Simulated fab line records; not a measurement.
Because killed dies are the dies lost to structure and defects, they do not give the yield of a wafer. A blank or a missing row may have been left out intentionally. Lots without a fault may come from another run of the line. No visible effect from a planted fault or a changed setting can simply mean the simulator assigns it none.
Which tool was responsible? | flow nand-harc | 11 lots, 33 wafers sampled, at 6 steps of a route of 1159

== WHAT THE GAUGES READ, wafer by wafer ==
NHARC_P_BONDPAD_THK_MEAS_33: measures by ellipsometry. Usual: thk-nm at 200.0 nm, with a standard deviation of 1.4.
lot  | measured     | on            | thk-nm (nm)       | flag
L188 | day 6 17:05  | film-metro-01 | 198.5 200.9 200.2 |
L190 | day 6 20:41  | film-metro-01 | 200.7 200.2 198.8 |
L189 | day 7 01:37  | film-metro-01 | 199.3 199.5 200.3 |
L191 | day 7 07:14  | film-metro-02 | 200.7 199.8 200.6 |
L192 | day 7 07:52  | film-metro-02 | 198.3 198.9 196.8 |
L195 | day 8 05:40  | film-metro-02 | 199.7 197.2 199.8 |
L194 | day 8 06:22  | film-metro-01 | 201.2 200.4 199.6 |
L201 | day 9 23:31  | film-metro-01 | 202.7 200.6 201.6 |
L204 | day 10 14:44 | film-metro-02 | 201.1 199.6 201.6 |
L208 | day 11 13:58 | film-metro-02 | 199.7 199.1 200.8 |
L210 | day 12 01:57 | film-metro-02 | 199.9 201.0 199.3 |

NHARC_P_BONDPAD_CD_MEAS_09: the cd target is 500 nm. Usual: cd-nm at 500.0 nm, with a standard deviation of 2.2.
lot  | measured     | on        | cd-nm (nm)        | flag
L188 | day 6 17:31  | cd-sem-01 | 503.6 502.1 500.1 |
L190 | day 6 21:22  | cd-sem-03 | 504.7 499.8 499.5 |
L189 | day 7 02:11  | cd-sem-03 | 502.0 502.8 502.0 |
L191 | day 7 07:40  | cd-sem-03 | 501.3 499.0 501.2 |
L192 | day 7 08:26  | cd-sem-03 | 501.0 500.0 502.4 |
L195 | day 8 06:15  | cd-sem-02 | 500.5 503.7 502.1 |
L194 | day 8 06:56  | cd-sem-01 | 503.9 501.1 500.7 |
L201 | day 10 00:05 | cd-sem-03 | 514.6 515.7 517.1 | OFF
L204 | day 10 15:19 | cd-sem-02 | 519.0 516.7 515.7 | OFF
L208 | day 11 14:32 | cd-sem-02 | 498.5 496.5 496.7 |
L210 | day 12 02:32 | cd-sem-01 | 499.5 502.8 499.6 |

NHARC_END_SORT_01. Usual: defect-limited-yield 95.7 %, standard deviation 1.4; killed-at-array 25, standard deviation 9.2; killed-at-other 0.9, standard deviation 1.3; killed-at-periphery 3.3, standard deviation 2.3; killed-dies 29, standard deviation 9.6; killed-open 3.2, standard deviation 1.8; killed-short 2, standard deviation 1.4; sort_bin_2_pct 1.3 %, standard deviation 0.65; sort_bin_3_pct 0.25 %, standard deviation 0.21; sort_bin_4_pct 2.8 %, standard deviation 0.9; sort-n-pass 648, standard deviation 9.6; sort-rim-yield-pct 94 %, standard deviation 3; sort-yield-pct 95.7 %, standard deviation 1.4.
lot  | measured     | on        | defect-limited-yield (%) | killed-at-array | killed-at-other | killed-at-periphery | killed-dies | killed-open | killed-short | sort_bin_2_pct (%) | sort_bin_3_pct (%) | sort_bin_4_pct (%) | sort-n-pass | sort-rim-yield-pct (%) | sort-yield-pct (%) | flag
L195 | day 21 17:50 | prober-01 | 95.7 95.4 96.8           | 23 24 21        | 1 0 0           | 5 7 1               | 29 31 22    | 4 6 3       | 3 2 1        | 1.0 1.6 0.4        | 0.44 0.30 0.44     | 2.8 2.7 2.4        | 648 646 655 | 94 92 94               | 95.7 95.4 96.8     |
L201 | day 23 14:49 | prober-02 | 96.3 95.1                | 22 27           | 2 5             | 1 1                 | 25 33       | 0 4         | 2 5          | 0.9 1.9            | 0.74 0.44          | 2.1 2.5            | 652 644     | 98 97                  | 96.3 95.1          |

== TOOL THAT RAN EACH LOT (tool first, then ch and the chambers of the sampled wafers, then the start) ==
lot  | NHARC_P_M2_ETCH_28                            | NHARC_P_BONDPAD_CMP_32        | NHARC_P_BONDPAD_EXPOSE_06
L188 | rie-diel-03 ch 0,1,2, day 6 16:50 or earlier  | cmp-02 ch 0,2,3, day 6 16:50  | krf-scanner-02 ch 0, day 6 17:22
L190 | rie-diel-06 ch 2,3, day 6 20:26 or earlier    | cmp-04 ch 2,3, day 6 20:26    | krf-scanner-01 ch 0, day 6 21:13
L189 | rie-diel-06 ch 1,2,3, day 7 01:22 or earlier  | cmp-04 ch 0,1,3, day 7 01:22  | krf-scanner-03 ch 0, day 7 02:01
L191 | rie-diel-06 ch 1,2, day 7 06:59 or earlier    | cmp-04 ch 0,1,2, day 7 06:59  | krf-scanner-03 ch 0, day 7 07:31
L192 | rie-diel-06 ch 0,1,2, day 7 07:38 or earlier  | cmp-02 ch 1,3, day 7 07:38    | krf-scanner-02 ch 0, day 7 08:17
L195 | rie-diel-06 ch 0,2,3, day 8 05:25 or earlier  | cmp-04 ch 2,3, day 8 05:25    | krf-scanner-01 ch 0, day 8 06:05
L194 | rie-diel-03 ch 0,1,2, day 8 06:07 or earlier  | cmp-02 ch 0,1,2, day 8 06:07  | krf-scanner-02 ch 0, day 8 06:47
L201 | rie-diel-05 ch 0,1,2, day 9 23:16 or earlier  | cmp-03 ch 1,2,3, day 9 23:16  | krf-scanner-02 ch 0, day 9 23:56
L204 | rie-diel-06 ch 1,2,3, day 10 14:29 or earlier | cmp-04 ch 0,1,3, day 10 14:29 | krf-scanner-02 ch 0, day 10 15:09
L208 | rie-diel-06 ch 1,2,3, day 11 13:43 or earlier | cmp-03 ch 0,1,2, day 11 13:43 | krf-scanner-03 ch 0, day 11 14:23
L210 | rie-diel-06 ch 1,3, day 12 01:44 or earlier   | cmp-03 ch 1,2,3, day 12 01:44 | krf-scanner-03 ch 0, day 12 02:23
- NHARC_P_M2_ETCH_28: etches the open film in CF4/N2, target depth 30 nm, time 72.99 s.
- NHARC_P_BONDPAD_CMP_32: polishes SiCN, target thk 200 nm.
- NHARC_P_BONDPAD_EXPOSE_06: exposes mask P BPAD.

== WHAT THE TOOLS THEMSELVES READ (means of the sampled wafers that have a number; where no wafer has one, the mark that the record gives instead) ==
NHARC_P_M2_ETCH_28. Usual: for bias-w, 100.01 W with a standard deviation of 0.27; for chamber-pressure-mTorr, 29.998 mTorr with a standard deviation of 0.028; for drypump-motor-current-A, 5.5 A with a standard deviation of 0.47; for oes-product-au, 0.997 a.u. with a standard deviation of 0.0088; for rf-vpp-V, 313.1 V with a standard deviation of 2.1; for showerhead-plenum-p-Torr, 2.57 Torr with a standard deviation of 0.11; for throttle-valve-pct, 19.794 % with a standard deviation of 0.01.
lot  | tool        | bias-w (W) | chamber-pressure-mTorr (mTorr) | drypump-motor-current-A (A) | oes-product-au (a.u.) | rf-vpp-V (V) | showerhead-plenum-p-Torr (Torr) | throttle-valve-pct (%) | flag
L188 | rie-diel-03 | 100.01     | 29.977                         | 5.9                         | 1.006                 | 314.7        | 2.64                            | 19.788                 |
L190 | rie-diel-06 | 99.96      | 29.983                         | 6.0                         | 0.992                 | 312.6        | 2.54                            | 19.801                 |
L189 | rie-diel-06 | 99.84      | 29.991                         | 5.5                         | 0.987                 | 314.0        | 2.55                            | 19.793                 |
L191 | rie-diel-06 | 99.90      | 29.989                         | 5.2                         | 0.993                 | 311.8        | 2.46                            | 19.793                 |
L192 | rie-diel-06 | 100.23     | 30.000                         | 5.5                         | 0.995                 | 312.7        | 2.52                            | 19.784                 |
L195 | rie-diel-06 | 99.83      | 29.974                         | 5.8                         | 0.997                 | 313.2        | 2.60                            | 19.797                 |
L194 | rie-diel-03 | 100.27     | 29.997                         | 5.9                         | 0.996                 | 313.5        | 2.63                            | 19.800                 |
L201 | rie-diel-05 | 99.83      | 30.005                         | 5.9                         | 0.991                 | 314.2        | 2.62                            | 19.794                 |
L204 | rie-diel-06 | 100.29     | 30.016                         | 5.5                         | 0.998                 | 312.3        | 2.54                            | 19.782                 |
L208 | rie-diel-06 | 100.31     | 30.004                         | 5.5                         | 1.003                 | 312.3        | 2.54                            | 19.779                 |
L210 | rie-diel-06 | 100.02     | 29.993                         | 5.4                         | 1.002                 | 314.0        | 2.63                            | 19.802                 |

NHARC_P_BONDPAD_CMP_32. Usual: motor-current-A at 11.8 A, with a standard deviation of 1.1.
lot  | tool   | motor-current-A (A) | flag
L188 | cmp-02 | 11.2                |
L190 | cmp-04 | 13.1                |
L189 | cmp-04 | 12.8                |
L191 | cmp-04 | 12.2                |
L192 | cmp-02 | 10.7                |
L195 | cmp-04 | 12.9                |
L194 | cmp-02 | 11.9                |
L201 | cmp-03 | 12.1                |
L204 | cmp-04 | 12.9                |
L208 | cmp-03 | 11.2                |
L210 | cmp-03 | 11.7                |

NHARC_P_BONDPAD_EXPOSE_06. Usual: exposure-dose-mJ-cm2 37.02, standard deviation 0.034; reticle-temp-C 22.99 C, standard deviation 0.11; stage-vel-mm-s 500.01 mm/s, standard deviation 0.26.
lot  | tool           | exposure-dose-mJ-cm2 | reticle-temp-C (C) | stage-vel-mm-s (mm/s) | flag
L188 | krf-scanner-02 | 37.02                | 22.95              | 500.07                |
L190 | krf-scanner-01 | 37.05                | 22.90              | 500.13                |
L189 | krf-scanner-03 | 37.02                | 23.08              | 499.64                |
L191 | krf-scanner-03 | 37.05                | 22.88              | 500.12                |
L192 | krf-scanner-02 | 36.99                | 22.91              | 499.72                |
L195 | krf-scanner-01 | 37.05                | 23.10              | 500.10                |
L194 | krf-scanner-02 | 37.00                | 22.89              | 500.07                |
L201 | krf-scanner-02 | 58.78                | 23.07              | 500.00                | OFF
L204 | krf-scanner-02 | 55.06                | 23.09              | 500.03                | OFF
L208 | krf-scanner-03 | 36.99                | 23.12              | 499.83                |
L210 | krf-scanner-03 | 36.96                | 23.07              | 499.97                |

== THE ANSWER, worked out from the rows above alone ==
Rule: a lot is off if the mean of its wafers that have a number lies more than 3 standard deviations from the usual mean. A lot without any number at a reading at which 4 lots or more have one is off too. The other lots that the step has rows for count as sound. First the gauges in route order, then the tools' own readings, where a lot's mean is used as printed above. The first step at which some lot is off is used, and at that step the reading that is off furthest; a lot without a number counts as furthest.
Off at NHARC_P_BONDPAD_CD_MEAS_09 (cd-nm): L201, L204.
A tool fits if, at a process step before that reading, it ran every lot that is off, and no sound lot after the first of them. The gauges at NHARC_P_BONDPAD_CD_MEAS_09 aren't tried: what is off there is off at NHARC_P_BONDPAD_EXPOSE_06 too, on other tools, and a gauge's error can't cause that. NHARC_P_M2_ETCH_28: start missing for some lots; hours and lot order therefore follow NHARC_P_BONDPAD_CMP_32. One candidate fits, namely krf-scanner-02 at NHARC_P_BONDPAD_EXPOSE_06. Its last sound lot is L194 (day 8 06:47), its first lot that is off L201 (day 9 23:56): a fault that began between those two fits.
On the lots that are off, the tool's own readings at NHARC_P_BONDPAD_EXPOSE_06 differ by more than 5 times the standard deviation of the sound lots' means, which bears it out; exposure-dose-mJ-cm2 reads 56.92 there versus 37.01 on the sound lots.

== WHAT WAS PUT IN BY THE SIMULATOR ==
Drift in process parameters on krf-scanner-02 at NHARC_P_BONDPAD_EXPOSE_06, starting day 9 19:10. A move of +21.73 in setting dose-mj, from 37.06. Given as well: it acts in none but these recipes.
Struck lots among those shown: L201, L204. The rule given above showed the same thing.
